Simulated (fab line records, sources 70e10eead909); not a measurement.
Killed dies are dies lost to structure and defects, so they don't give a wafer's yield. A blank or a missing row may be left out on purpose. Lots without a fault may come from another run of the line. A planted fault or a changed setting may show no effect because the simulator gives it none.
fab line records | flow nand_harc
record lots=24 wafers=72 last_day=33
route steps=1302 shown A_STAIRCASE@710
lots that met no fault: from a run of the same line without faults
start_h: hours from the record's first day to the start of the lot's first wafer shown | wait_h: hours since the lot's step before | " the same as in the row above | L1.1+2: a row that stands for several wafers | - no value, or no start given | * or withheld: withheld | < > ~ a bound
route shown NAME@n: a module of which the file shows steps, and the number in the route of the first | usual: mean/standard deviation of fault-free wafers | same: alike in all rows | chamber/n: place in a boat | sites: the reading at each site | _std_site: their standard deviation | _edge_site: outer sites' mean less inner sites' | radius_mm: how far each site lies from the wafer's centre | mask NAME#n: copy n | behind: the tool/chamber that last shaped the wafer | hold: why the lot was held/for how many hours/how that ended | device: the transistor (n, p or np) that didn't switch | end of line: the same wafers' tests at the end of the route | a step without rows: its recipe alone | killed: dies lost to structure and defects at the first sort, not the wafer's yield | map: a wafer's dies, x killed, . not, _ none there
set.NAME: the setting as run; set.NAME@STEP: as run at that earlier step | model.NAME: the simulator's own value behind a step, which no gauge read
steps of the route over a sample of lots; a table a step, a row a wafer
services: from which hour (start_h, from the record's first day; less than 0 if before it) a tool's chamber was out of use, for how many hours, and why
## steps
# step NHARC_A_STAIRCASE_TRIM_196
# recipe time_s=211.2 o2_flow_sccm=500 ar_flow_sccm=0 bias_w=0 chemistry=O2
# usual drypump_motor_current_A=5.6/0.63 o2_flow_sccm=500.0/1.5 oes_product_au=1.000/0.011 rf_vpp_V=57.8/0.83 showerhead_plenum_p_Torr=3.51/0.11 throttle_valve_pct=17.037/0.0092
# columns lot.wafer tool chamber start_h wait_h drypump_motor_current_A o2_flow_sccm oes_product_au rf_hours_counter_h rf_vpp_V showerhead_plenum_p_Torr throttle_valve_pct
L074.4 rie_diel-11 2 361.28 0.1 6.5 498.4 1.006 30 58.6 3.54 17.038
L074.3 " 3 " " 4.8 501.5 0.991 29 58.1 3.32 17.037
L074.2 " 1 " " 6.3 501.2 0.990 31 57.3 3.44 17.046
L076.3 rie_diel-09 2 362.40 0.1 6.5 501.3 0.988 14 58.1 3.43 17.026
L076.1 " 0 " " 5.2 502.1 1.004 13 57.3 3.47 17.044
L076.5 " 3 " " 5.0 498.2 0.993 - 56.1 3.42 17.042
L075.2 rie_diel-13 0 364.30 0.1 5.6 499.7 1.001 3 57.8 3.51 17.033
L075.4 " 2 " " 6.3 499.5 0.993 4 57.9 3.59 17.024
L075.1 " 3 " " 5.4 500.8 1.019 4 57.4 3.65 17.029
L077.1 rie_diel-09 0 393.07 0.1 5.2 500.2 1.007 20 59.0 3.46 17.026
L077.3 " 3 " " 5.0 501.4 1.003 18 57.1 3.42 17.039
L077.4 " 3 " " 5.0 499.7 0.998 - 58.0 3.42 17.021
L079.4 rie_diel-09 2 407.73 0.1 6.5 500.7 1.008 21 57.2 3.42 17.051
L079.3 " 3 " " 5.0 501.1 0.990 22 57.2 3.42 17.046
L079.6 " 1 " " 6.5 499.4 1.010 - 58.7 3.73 17.032
L078.3 rie_diel-11 1 410.32 0.1 6.2 499.0 1.008 47 56.9 3.43 17.046
L078.1 " 2 " " 6.5 502.5 1.014 50 57.2 3.53 17.026
L078.6 " 0 " " 5.2 502.8 0.999 - 58.0 3.49 17.043
L080.2 rie_diel-13 3 416.61 0.1 5.4 498.9 1.013 20 58.1 3.64 17.038
L080.5 " 0 " " 5.6 502.2 1.007 - 59.6 3.50 17.038
L080.4 " 3 " " 5.4 499.1 1.008 - 57.8 3.64 17.063
L082.1 rie_diel-09 2 437.93 0.1 6.5 501.5 0.997 28 57.5 3.42 17.041
L082.2 " 0 " " 5.2 499.7 1.013 33 58.0 3.46 17.036
L082.5 " 1 " " 6.5 500.6 1.018 - 59.1 3.73 17.041
L081.3 rie_diel-13 3 438.05 0.1 5.3 501.0 1.022 25 57.7 3.64 17.047
L081.1 " 0 " " 5.6 498.4 0.992 27 58.4 3.50 17.046
L081.4 " 1 " " 5.0 501.7 0.994 29 57.9 3.57 17.037
L084.1 rie_diel-13 0 451.91 0.1 5.6 496.3 0.981 32 58.4 3.50 17.030
L084.3 " 2 " " 6.4 497.8 0.995 35 58.2 3.57 17.033
L084.4 " 3 " " 5.4 497.3 1.006 30 57.0 3.64 17.026
L083.4 rie_diel-09 3 453.25 0.1 5.1 498.5 1.012 40 58.0 3.41 17.042
L083.2 " 1 " " 6.5 497.8 1.005 42 59.9 3.72 17.039
L083.5 " 2 " " 6.5 498.4 0.998 - 57.7 3.42 17.042
L085.6 rie_diel-13 1 466.21 0.1 5.0 502.9 0.990 - 57.7 3.56 17.037
L085.5 " 3 " " 5.3 498.5 1.009 - 58.4 3.63 17.024
L085.4 " 0 " " 5.6 498.3 0.975 - 58.3 3.50 17.040
L086.1 rie_diel-13 3 472.28 0.1 5.4 500.7 1.011 36 56.8 3.63 17.040
L086.2 " 0 " " 5.6 497.7 0.988 38 58.9 3.49 17.046
L086.4 " 0 " " 5.6 497.4 0.990 - 57.0 3.49 17.044
L088.3 rie_diel-09 2 496.18 0.1 6.5 499.1 0.994 49 56.3 3.41 17.039
L088.6 " 2 " " 6.5 498.8 0.994 - 57.5 3.41 17.038
L088.5 " 1 " " 6.5 500.4 0.999 - 57.9 3.72 17.057
L089.3 rie_diel-13 2 496.50 0.1 6.4 499.6 1.001 44 55.7 3.56 17.024
L089.5 " 1 " " 5.0 499.6 0.996 - 59.3 3.56 17.029
L089.6 " 2 " " 6.4 499.1 0.997 - 58.8 3.56 17.023
L087.3 rie_diel-13 2 507.53 0.1 6.3 500.4 0.994 47 58.5 3.56 17.019
L087.1 " 3 " " 5.3 501.1 1.007 48 59.4 3.63 17.042
L087.6 " 0 " " 5.6 498.2 0.983 - 57.7 3.49 17.032
L091.1 rie_diel-11 0 528.12 0.2 5.2 498.8 1.004 31 56.5 3.47 17.041
L091.3 " 1 " " 6.2 501.5 0.993 27 56.5 3.41 17.045
L091.5 " 3 " " 4.8 499.8 0.985 - 57.9 3.29 17.040
L092.2 rie_diel-11 3 533.19 0.1 4.8 499.3 0.982 26 56.6 3.29 17.027
L092.4 " 0 " " 5.1 502.1 0.993 33 57.7 3.47 17.028
L092.6 " 2 " " 6.5 501.3 1.010 - 59.8 3.51 17.033
L090.4 rie_diel-09 1 536.82 0.1 6.5 499.1 1.019 15 59.3 3.71 17.041
L090.6 " 0 " " 5.2 502.1 1.005 - 57.5 3.44 17.025
L090.5 " 1 " " 6.5 501.0 1.013 - 58.1 3.71 17.026
L093.3 rie_diel-11 3 554.30 0.1 4.8 501.4 0.982 31 57.4 3.29 17.038
L093.6 " 2 " " 6.5 500.3 1.009 - 57.9 3.50 17.053
L093.5 " 3 " " 4.8 502.4 0.985 - 57.1 3.29 17.024
L096.1 rie_diel-13 3 570.89 0.1 5.3 501.0 1.011 12 57.8 3.62 17.038
L096.2 " 2 " " 6.3 499.7 1.003 12 58.6 3.55 17.030
L096.5 " 3 " " 5.3 501.7 1.002 - 57.4 3.62 17.022
L097.4 rie_diel-09 0 571.65 0.1 5.2 503.3 1.003 29 56.4 3.43 17.051
L097.2 " 1 " " 6.5 499.8 1.015 29 58.2 3.70 17.036
L097.3 " 3 " " 5.0 500.2 1.004 29 57.6 3.39 17.051
L094.4 rie_diel-11 0 575.81 0.1 5.2 501.2 1.008 52 58.0 3.46 17.036
L094.3 " 1 " " 6.3 501.0 1.005 44 58.3 3.40 17.019
L094.1 " 3 " " 4.8 499.2 0.999 42 56.9 3.28 17.050
L095.3 rie_diel-13 0 576.46 0.1 5.6 499.8 1.001 14 57.8 3.48 17.029
L095.1 " 2 " " 6.4 497.2 1.012 15 58.6 3.55 17.046
L095.5 " 3 " " 5.3 499.9 1.011 - 58.1 3.62 17.035
# step NHARC_A_STAIRCASE_ETCH_203
# recipe target_depth_a=1000 time_s=40.5 ion_energy_ev=400 c4f8_flow_sccm=20 o2_flow_sccm=10 ar_flow_sccm=withheld rf_w=600 bias_w=1000 chemistry=C4F8/O2
# usual oes_product_au=0.941/0.014 rf_vpp_V=895/4.1
# columns lot.wafer tool chamber start_h wait_h oes_product_au rf_hours_counter_h rf_vpp_V
L074.2 rie_diel-11 2 - - 0.953 30 894
L074.4 " 3 " " 0.947 29 889
L074.3 " 1 " " 0.929 32 892
L076.3 rie_diel-09 1 - - 0.954 15 903
L076.1 " 2 " " 0.938 14 892
L076.5 " 0 " " 0.962 - 893
L075.4 rie_diel-13 1 - - 0.932 4 896
L075.1 " 2 " " 0.949 4 898
L075.2 " 0 " " 0.939 4 895
L077.3 rie_diel-09 3 - - 0.929 19 893
L077.1 " 0 " " 0.959 20 894
L077.4 " 0 " " 0.959 - 894
L079.4 rie_diel-09 1 - - 0.940 26 903
L079.3 " 3 " " 0.949 23 891
L079.6 " 2 " " 0.967 - 893
L078.3 rie_diel-11 2 - - 0.966 50 897
L078.1 " 0 " " 0.938 45 893
L078.6 " 2 " " 0.972 - 897
L080.2 rie_diel-13 2 - - 0.945 23 897
L080.4 " 3 " " 0.952 21 899
L080.5 " 1 " " 0.951 - 898
L081.1 rie_diel-13 2 - - 0.943 32 897
L081.3 " 1 " " 0.924 32 897
L081.4 " 0 " " 0.926 - 896
L082.2 rie_diel-09 1 - - 0.948 39 903
L082.1 " 2 " " 0.934 33 892
L082.5 " 1 " " 0.942 - 904
L084.3 rie_diel-13 0 - - 0.927 33 895
L084.1 " 1 " " 0.922 35 898
L084.4 " 2 " " 0.933 36 897
L083.4 rie_diel-09 0 - - 0.954 45 894
L083.2 " 2 " " 0.942 36 890
L083.5 " 0 " " 0.956 - 895
L085.4 rie_diel-13 0 - - 0.934 - 894
L085.6 " 1 " " 0.927 - 898
L085.5 " 3 " " 0.949 - 900
L086.4 rie_diel-13 0 - - 0.953 39 895
L086.1 " 1 " " 0.937 41 899
L086.2 " 3 " " 0.944 36 900
L088.3 rie_diel-11 2 497.25 - 0.930 15 895
L088.5 " 2 " " 0.919 - 896
L088.6 " 3 " " 0.908 - 888
L089.3 rie_diel-13 3 - - 0.960 45 901
L089.5 " 0 " " 0.936 - 894
L089.6 " 1 " " 0.932 - 898
L087.3 rie_diel-13 0 - - 0.919 50 895
L087.1 " 1 " " 0.936 50 897
L087.6 " 0 " " 0.927 - 894
L091.1 rie_diel-11 3 - - 0.920 24 888
L091.3 " 1 " " 0.940 28 891
L091.5 " 3 " " 0.921 - 887
L092.4 rie_diel-11 1 - - 0.930 29 891
L092.2 " 2 " " 0.949 33 896
L092.6 " 2 " " 0.938 - 896
L090.4 rie_diel-09 1 - - 0.970 15 903
L090.5 " 2 " " 0.947 - 891
L090.6 " 3 " " 0.946 - 891
L093.3 rie_diel-11 3 - - 0.924 32 888
L093.6 " 2 " " 0.959 - 897
L093.5 " 3 " " 0.920 - 887
L096.1 rie_diel-13 3 - - 0.956 12 899
L096.2 " 1 " " 0.918 12 896
L096.5 " 0 " " 0.925 - 895
L097.3 rie_diel-09 1 - - 0.962 30 902
L097.4 " 2 " " 0.946 29 891
L097.2 " 3 " " 0.958 29 891
L094.3 rie_diel-11 3 - - 0.948 43 886
L094.4 " 0 " " 0.946 52 893
L094.1 " 2 " " 0.941 46 895
L095.3 rie_diel-13 0 - - 0.928 14 894
L095.1 " 3 " " 0.963 15 899
L095.5 " 0 " " 0.941 - 894
# step NHARC_A_STAIRCASE_STRIP_205
# recipe power_w=1500 temp_c=250 chemistry=O2
# usual drypump_motor_current_A=5.60/0.17 heater_power_w=312/22
# columns lot.wafer tool chamber start_h wait_h drypump_motor_current_A heater_power_w rf_hours_counter_h
L074.2 plasma_asher-02 0 362.40 0.1 5.81 345 21
L074.3 " 1 " " 5.71 296 -
L074.4 " 0 " " 5.77 328 -
L076.1 plasma_asher-01 1 363.51 0.1 5.67 302 3
L076.3 " 0 " " 5.36 298 -
L076.5 " 1 " " 5.66 304 -
L075.1 plasma_asher-02 0 365.36 0.1 5.83 333 21
L075.2 " 1 " " 5.67 302 21
L075.4 " 1 " " 5.66 296 -
L077.1 plasma_asher-01 1 394.34 0.1 5.71 308 9
L077.3 " 0 " " 5.34 302 -
L077.4 " 1 " " 5.66 305 -
L079.3 plasma_asher-02 0 408.85 0.2 5.72 333 -
L079.4 " 1 " " 5.68 283 -
L079.6 " 0 " " 5.78 343 -
L078.1 plasma_asher-02 1 411.33 0.1 5.70 290 30
L078.3 " 1 " " 5.68 294 -
L078.6 " 0 " " 5.79 338 -
L080.2 plasma_asher-02 1 417.87 0.1 5.65 293 31
L080.4 " 0 " " 5.75 326 -
L080.5 " 1 " " 5.64 286 -
L081.1 plasma_asher-02 1 442.08 0.1 5.71 306 2
L081.3 " 1 " " 5.69 306 -
L081.4 " 0 " " 5.78 359 -
L082.2 plasma_asher-01 1 445.27 0.1 5.64 302 20
L082.1 " 0 " " 5.33 311 20
L082.5 " 0 " " 5.38 311 -
L084.1 plasma_asher-02 1 452.97 0.1 5.69 312 6
L084.3 " 1 " " 5.69 309 -
L084.4 " 0 " " 5.83 356 -
L083.2 plasma_asher-01 0 455.20 0.1 5.38 301 21
L083.4 " 1 " " 5.68 307 -
L083.5 " 0 " " 5.37 300 -
L085.4 plasma_asher-01 1 467.45 0.2 5.73 310 -
L085.5 " 1 " " 5.71 314 -
L085.6 " 0 " " 5.32 303 -
L086.1 plasma_asher-01 1 473.50 0.1 5.70 313 24
L086.2 " 0 " " 5.34 308 24
L086.4 " 1 " " 5.68 301 -
L088.3 plasma_asher-01 1 497.52 0.2 5.68 305 -
L088.5 " 1 " " 5.65 307 -
L088.6 " 0 " " 5.36 310 -
L089.3 plasma_asher-02 0 497.68 0.2 5.79 363 -
L089.5 " 0 " " 5.79 359 -
L089.6 " 1 " " 5.68 303 -
L087.1 plasma_asher-01 1 508.62 0.1 5.66 305 31
L087.3 " 1 " " 5.66 300 -
L087.6 " 0 " " 5.34 309 -
L091.1 plasma_asher-02 0 529.27 0.1 5.80 363 22
L091.3 " 0 " " 5.80 360 -
L091.5 " 0 " " 5.83 367 -
L092.2 plasma_asher-01 0 534.26 0.1 5.37 304 2
L092.4 " 1 " " 5.67 291 -
L092.6 " 0 " " 5.33 315 -
L090.4 plasma_asher-01 1 538.14 0.3 5.67 282 -
L090.5 " 0 " " 5.36 314 -
L090.6 " 1 " " 5.68 279 -
L093.3 plasma_asher-01 0 555.49 0.2 5.33 310 -
L093.6 " 0 " " 5.33 314 -
L093.5 " 1 " " 5.69 290 -
L096.2 plasma_asher-01 0 572.18 0.1 5.34 314 10
L096.1 " 1 " " 5.65 293 10
L096.5 " 1 " " 5.66 288 -
L097.2 plasma_asher-01 1 572.72 0.1 5.63 292 10
L097.4 " 1 " " 5.67 284 -
L097.3 " 0 " " 5.34 313 -
L094.1 plasma_asher-01 1 576.98 0.1 5.66 291 11
L094.3 " 1 " " 5.66 291 -
L094.4 " 0 " " 5.35 316 -
L095.1 plasma_asher-02 0 577.63 0.1 5.78 352 31
L095.3 " 0 " " 5.76 366 -
L095.5 " 1 " " 5.68 309 -
# step NHARC_A_STAIRCASE_ETCH_221
# recipe target_depth_a=1000 time_s=40.5 ion_energy_ev=400 c4f8_flow_sccm=20 o2_flow_sccm=10 ar_flow_sccm=withheld rf_w=600 bias_w=1000 chemistry=C4F8/O2
# usual oes_product_au=0.943/0.016 rf_vpp_V=895/3.8
# columns lot.wafer tool chamber start_h wait_h oes_product_au rf_hours_counter_h rf_vpp_V
L074.3 rie_diel-11 0 - - 0.922 30 894
L074.2 " 1 " " 0.923 32 892
L074.4 " 3 " " 0.914 30 889
L076.1 rie_diel-11 2 - - 0.937 31 895
L076.3 " 0 " " 0.932 31 895
L076.5 " 1 " " 0.925 - 893
L075.1 rie_diel-11 2 - - 0.969 32 896
L075.4 " 3 " " 0.947 31 888
L075.2 " 0 " " 0.927 31 896
L077.1 rie_diel-13 2 - - 0.958 17 898
L077.3 " 3 " " 0.972 15 899
L077.4 " 0 " " 0.944 15 896
L079.4 rie_diel-09 0 - - 0.959 25 894
L079.3 " 1 " " 0.965 27 904
L079.6 " 0 " " 0.974 - 893
L078.1 rie_diel-13 3 - - 0.979 19 901
L078.3 " 1 " " 0.942 21 898
L078.6 " 3 " " 0.970 - 900
L080.4 rie_diel-09 3 - - 0.941 25 891
L080.2 " 1 " " 0.984 29 901
L080.5 " 3 " " 0.938 - 891
L081.1 rie_diel-13 2 - - 0.934 33 897
L081.3 " 0 " " 0.934 29 895
L081.4 " 0 " " 0.931 - 895
L082.2 rie_diel-11 3 - - 0.934 1 888
L082.1 " 2 " " 0.964 0 897
L082.5 " 0 " " 0.939 - 893
L084.4 rie_diel-13 1 - - 0.935 35 896
L084.1 " 2 " " 0.950 36 897
L084.3 " 0 " " 0.928 33 895
L083.2 rie_diel-13 3 - - 0.959 31 899
L083.4 " 0 " " 0.938 33 896
L083.5 " 1 " " 0.958 - 896
L085.6 rie_diel-13 3 - - 0.955 - 901
L085.5 " 0 " " 0.931 - 894
L085.4 " 1 " " 0.931 - 898
L086.2 rie_diel-13 0 475.42 - 0.912 39 894
L086.1 " 2 " " 0.943 39 898
L086.4 " 3 " " 0.941 37 900
L088.3 rie_diel-11 1 - - 0.925 18 891
L088.5 " 2 " " 0.945 - 895
L088.6 " 3 " " 0.923 - 887
L089.3 rie_diel-11 1 - - 0.925 18 891
L089.6 " 1 " " 0.926 - 892
L089.5 " 2 " " 0.934 - 896
L087.3 rie_diel-09 0 - - 0.962 2 892
L087.1 " 1 " " 0.974 1 904
L087.6 " 3 " " 0.944 - 891
L091.3 rie_diel-13 1 - - 0.942 0 897
L091.1 " 0 " " 0.939 0 895
L091.5 " 2 " " 0.957 - 896
L092.2 rie_diel-11 3 - - 0.930 26 888
L092.4 " 1 " " 0.929 30 893
L092.6 " 0 " " 0.927 - 894
L090.4 rie_diel-09 2 - - 0.943 16 892
L090.5 " 2 " " 0.932 - 891
L090.6 " 3 " " 0.932 - 889
L093.3 rie_diel-11 3 - - 0.929 32 887
L093.6 " 0 " " 0.929 - 894
L093.5 " 1 " " 0.927 - 891
L096.1 rie_diel-13 1 - - 0.945 12 897
L096.2 " 2 " " 0.951 13 897
L096.5 " 3 " " 0.949 - 900
L097.2 rie_diel-11 0 - - 0.924 51 894
L097.4 " 1 " " 0.936 43 893
L097.3 " 3 " " 0.926 42 887
L094.3 rie_diel-09 3 - - 0.952 30 890
L094.1 " 0 " " 0.942 31 893
L094.4 " 1 " " 0.951 - 902
L095.1 rie_diel-11 0 - - 0.936 53 893
L095.3 " 3 " " 0.933 44 887
L095.5 " 0 " " 0.942 - 894
# step NHARC_A_STAIRCASE_ETCH_230
# recipe target_depth_a=1000 time_s=40.5 ion_energy_ev=400 c4f8_flow_sccm=20 o2_flow_sccm=10 ar_flow_sccm=withheld rf_w=600 bias_w=1000 chemistry=C4F8/O2
# usual oes_product_au=0.949/0.018 rf_vpp_V=895/4
# columns lot.wafer tool chamber start_h wait_h oes_product_au rf_hours_counter_h rf_vpp_V
L074.2 rie_diel-11 3 - - 0.939 30 889
L074.4 " 0 " " 0.923 30 894
L074.3 " 1 " " 0.941 32 893
L076.3 rie_diel-09 0 - - 0.981 14 893
L076.1 " 1 " " 0.985 15 905
L076.5 " 3 " " 0.966 - 892
L075.4 rie_diel-13 0 - - 0.968 6 895
L075.2 " 2 " " 0.949 9 897
L075.1 " 3 " " 0.999 7 900
L077.3 rie_diel-09 1 - - 0.966 22 904
L077.1 " 0 " " 0.968 21 894
L077.4 " 3 " " 0.956 - 891
L079.4 rie_diel-09 3 - - 0.949 24 894
L079.3 " 0 " " 0.964 25 894
L079.6 " 2 " " 0.949 - 893
L078.1 rie_diel-13 2 - - 0.949 22 897
L078.3 " 3 " " 0.954 20 899
L078.6 " 1 " " 0.943 - 897
L080.4 rie_diel-09 1 - - 0.963 29 903
L080.2 " 2 " " 0.943 24 893
L080.5 " 1 " " 0.961 - 904
L081.1 rie_diel-13 2 - - 0.960 33 898
L081.3 " 1 " " 0.932 32 897
L081.4 " 0 " " 0.930 - 896
L082.1 rie_diel-11 1 - - 0.944 1 892
L082.2 " 0 " " 0.927 1 895
L082.5 " 1 " " 0.948 - 891
L084.1 rie_diel-09 1 - - 0.939 44 902
L084.3 " 3 " " 0.927 41 891
L084.4 " 0 " " 0.943 45 894
L083.4 rie_diel-11 1 - - 0.966 4 892
L083.2 " 2 " " 0.954 5 896
L083.5 " 2 " " 0.972 - 896
L085.6 rie_diel-13 1 - - 0.932 - 897
L085.4 " 3 " " 0.957 - 901
L085.5 " 0 " " 0.936 - 895
L086.2 rie_diel-13 2 - - 0.945 39 898
L086.1 " 0 " " 0.918 40 894
L086.4 " 1 " " 0.916 42 899
L088.3 rie_diel-11 2 - - 0.945 16 895
L088.5 " 1 " " 0.939 - 892
L088.6 " 2 " " 0.945 - 894
L089.3 rie_diel-11 1 - - 0.935 19 892
L089.6 " 3 " " 0.924 - 887
L089.5 " 0 " " 0.950 - 895
L087.1 rie_diel-09 0 - - 0.956 3 893
L087.3 " 2 " " 0.965 2 892
L087.6 " 3 " " 0.954 - 892
L091.3 rie_diel-13 0 - - 0.937 1 895
L091.1 " 2 " " 0.938 1 898
L091.5 " 1 " " 0.934 - 898
L092.2 rie_diel-11 0 - - 0.932 34 893
L092.4 " 2 " " 0.952 34 895
L092.6 " 3 " " 0.916 - 888
L090.4 rie_diel-13 0 - - 0.950 4 894
L090.5 " 0 " " 0.961 - 894
L090.6 " 1 " " 0.958 - 897
L093.3 rie_diel-09 3 - - 0.952 22 890
L093.5 " 2 " " 0.951 - 892
L093.6 " 3 " " 0.955 - 890
L096.1 rie_diel-13 2 - - 0.934 14 897
L096.2 " 3 " " 0.928 14 899
L096.5 " 1 " " 0.934 - 897
L097.3 rie_diel-09 3 - - 0.982 30 889
L097.2 " 0 " " 0.973 30 891
L097.4 " 1 " " 0.978 30 902
L094.3 rie_diel-09 1 - - 0.968 31 902
L094.1 " 3 " " 0.951 31 890
L094.4 " 1 " " 0.969 - 902
L095.3 rie_diel-13 2 - - 0.938 16 896
L095.1 " 3 " " 0.940 16 900
L095.5 " 1 " " 0.923 - 896
# step NHARC_A_STAIRCASE_ETCH_271
# recipe cf4_flow_sccm=100 chf3_flow_sccm=30 ar_flow_sccm=0 rf_w=500 bias_w=200 chemistry=CF4/CHF3
# usual drypump_motor_current_A=5.7/0.66 oes_product_au=0.961/0.021 rf_vpp_V=369.9/1.8 showerhead_plenum_p_Torr=1.55/0.049 throttle_valve_pct=16.801/0.0097
# columns lot.wafer tool chamber start_h wait_h drypump_motor_current_A oes_product_au rf_hours_counter_h rf_vpp_V showerhead_plenum_p_Torr throttle_valve_pct
L074.4 rie_diel-11 1 372.10 0.1 6.3 0.961 35 368.8 1.53 16.796
L074.3 " 2 " " 6.5 0.964 36 372.3 1.58 16.819
L074.2 " 3 " " 4.8 0.955 35 367.9 1.48 16.804
L076.3 rie_diel-13 0 373.96 0.1 5.6 0.984 7 370.1 1.57 16.805
L076.1 " 1 " " 4.9 0.971 9 372.7 1.60 16.817
L076.5 " 3 " " 5.3 0.974 - 372.8 1.63 16.806
L075.4 rie_diel-11 3 377.87 0.1 4.8 0.948 36 366.8 1.48 16.806
L075.2 " 0 " " 5.1 0.954 35 369.0 1.56 16.816
L075.1 " 2 " " 6.5 0.980 38 369.6 1.58 16.797
L077.1 rie_diel-11 2 404.18 0.1 6.5 0.984 49 370.9 1.57 16.799
L077.4 " 3 " " 4.8 0.965 48 367.5 1.47 16.808
L077.3 " 0 " " 5.1 0.954 43 369.8 1.56 16.801
L079.3 rie_diel-11 2 417.97 0.1 6.5 0.979 52 369.4 1.57 16.816
L079.4 " 3 " " 4.8 0.944 51 366.4 1.47 16.793
L079.6 " 0 " " 5.2 0.960 - 368.7 1.56 16.808
L078.3 rie_diel-09 2 421.71 0.1 6.5 0.981 24 368.0 1.53 16.796
L078.1 " 3 " " 5.0 0.968 26 368.5 1.52 16.806
L078.6 " 2 " " 6.5 0.971 - 368.7 1.53 16.800
L080.4 rie_diel-09 1 426.61 0.1 6.4 0.992 31 373.0 1.66 16.809
L080.2 " 3 " " 5.1 0.958 28 368.6 1.52 16.809
L080.5 " 0 " " 5.2 0.973 - 369.6 1.54 16.813
L081.3 rie_diel-11 3 451.48 0.1 4.8 0.938 2 368.3 1.47 16.794
L081.1 " 0 " " 5.1 0.947 2 369.5 1.55 16.795
L081.4 " 1 " " 6.3 0.943 2 368.9 1.53 16.791
L082.1 rie_diel-11 1 454.56 0.1 6.2 0.974 3 369.3 1.53 16.815
L082.2 " 2 " " 6.5 0.966 3 370.9 1.57 16.797
L082.5 " 0 " " 5.1 0.979 - 369.6 1.55 16.802
L084.3 rie_diel-11 0 465.73 0.1 5.2 0.968 5 369.4 1.55 16.813
L084.4 " 1 " " 6.3 0.955 5 369.4 1.53 16.786
L084.1 " 3 " " 4.8 0.962 6 367.8 1.47 16.822
L083.2 rie_diel-09 1 467.55 0.1 6.5 0.990 46 372.6 1.66 16.817
L083.4 " 3 " " 5.0 0.969 44 368.2 1.52 16.809
L083.5 " 2 " " 6.5 0.982 - 369.2 1.52 16.806
L085.4 rie_diel-11 1 476.85 0.1 6.2 0.911 10 369.7 1.53 16.777
L085.5 " 3 " " 4.8 0.908 - 367.7 1.47 16.786
L085.6 " 0 " " 5.1 0.913 - 370.9 1.55 16.812
L086.4 rie_diel-09 3 483.47 0.1 5.0 0.929 50 368.5 1.52 16.810
L086.2 " 0 " " 5.1 0.939 52 369.7 1.54 16.793
L086.1 " 2 " " 6.5 0.920 46 368.0 1.52 16.795
L088.3 rie_diel-09 1 508.43 0.1 6.5 0.981 1 374.2 1.66 16.807
L088.6 " 0 " " 5.1 0.975 - 368.9 1.54 16.799
L088.5 " 1 " " 6.5 0.966 - 372.9 1.66 16.806
L089.3 rie_diel-13 3 509.85 0.1 5.3 0.970 48 372.0 1.62 16.779
L089.6 " 2 " " 6.3 0.965 - 371.7 1.59 16.791
L089.5 " 3 " " 5.3 0.973 - 372.0 1.62 16.818
L087.1 rie_diel-09 0 518.36 0.1 5.2 0.974 5 369.1 1.53 16.791
L087.3 " 2 " " 6.5 0.996 4 369.5 1.52 16.809
L087.6 " 0 " " 5.1 0.984 - 367.0 1.53 16.788
L091.3 rie_diel-11 3 538.26 0.1 4.8 0.945 27 368.7 1.47 16.810
L091.1 " 0 " " 5.1 0.953 35 370.7 1.55 16.815
L091.5 " 1 " " 6.2 0.966 - 369.0 1.52 16.812
L092.4 rie_diel-11 3 543.02 0.1 4.8 0.889 28 367.0 1.47 16.800
L092.2 " 2 " " 6.5 0.928 35 369.6 1.56 16.795
L092.6 " 0 " " 5.1 0.919 - 370.7 1.55 16.791
L090.4 rie_diel-09 2 549.56 0.1 6.5 0.974 21 368.2 1.51 16.791
L090.5 " 2 " " 6.5 0.994 - 367.7 1.51 16.796
L090.6 " 3 " " 5.0 0.977 - 368.7 1.51 16.794
L093.3 rie_diel-13 0 568.86 0.1 5.6 0.959 10 369.1 1.55 16.824
L093.6 " 3 " " 5.3 0.991 - 372.2 1.61 16.805
L093.5 " 0 " " 5.6 0.952 - 369.9 1.55 16.796
L097.2 rie_diel-13 1 584.32 0.1 5.0 0.965 16 369.8 1.58 16.809
L097.3 " 2 " " 6.3 0.974 16 369.8 1.58 16.789
L097.4 " 3 " " 5.4 0.989 16 372.4 1.61 16.806
L096.2 rie_diel-09 0 586.04 0.1 5.1 0.937 33 368.1 1.53 16.780
L096.1 " 1 " " 6.5 0.952 33 374.6 1.65 16.807
L096.5 " 1 " " 6.5 0.957 - 374.3 1.65 16.797
L095.3 rie_diel-11 1 590.22 0.1 6.2 0.965 46 367.7 1.52 16.793
L095.1 " 3 " " 4.8 0.956 44 367.4 1.46 16.810
L095.5 " 0 " " 5.1 0.965 - 368.8 1.54 16.807
L094.4 rie_diel-13 0 593.23 0.1 5.6 0.954 18 370.2 1.55 16.810
L094.1 " 1 " " 5.0 0.971 17 369.5 1.58 16.795
L094.3 " 2 " " 6.4 0.983 17 371.0 1.58 16.796
## services
# columns tool chamber start_h hours kind
plasma_asher-01 - 342.76 9.0 pm
rie_diel-13 - 343.03 9.0 pm
rie_diel-13 0 343.03 9.0 vent_cycle
rie_diel-13 1 343.03 9.0 vent_cycle
rie_diel-13 2 343.03 9.0 vent_cycle
rie_diel-13 3 343.03 9.0 vent_cycle
rie_diel-13 0 352.03 - clean
rie_diel-13 0 352.03 - consumable_replace:esc
rie_diel-13 0 352.03 - consumable_replace:focus_ring
rie_diel-13 1 352.03 - clean
rie_diel-13 2 352.03 - clean
rie_diel-13 3 352.03 - clean
rie_diel-09 2 392.13 13.0 repair
plasma_asher-02 - 426.05 9.0 pm
rie_diel-11 - 433.52 9.0 pm
plasma_asher-01 - 447.40 6.2 repair
rie_diel-13 2 458.66 13.8 repair
rie_diel-09 3 489.26 9.1 repair
rie_diel-09 - 497.16 9.0 pm
rie_diel-11 1 505.11 6.3 repair
rie_diel-11 3 508.59 2.6 repair
plasma_asher-01 - 519.76 9.0 pm
rie_diel-09 2 577.28 8.8 repair
plasma_asher-02 - 582.04 4.0 repair
## key
fault none
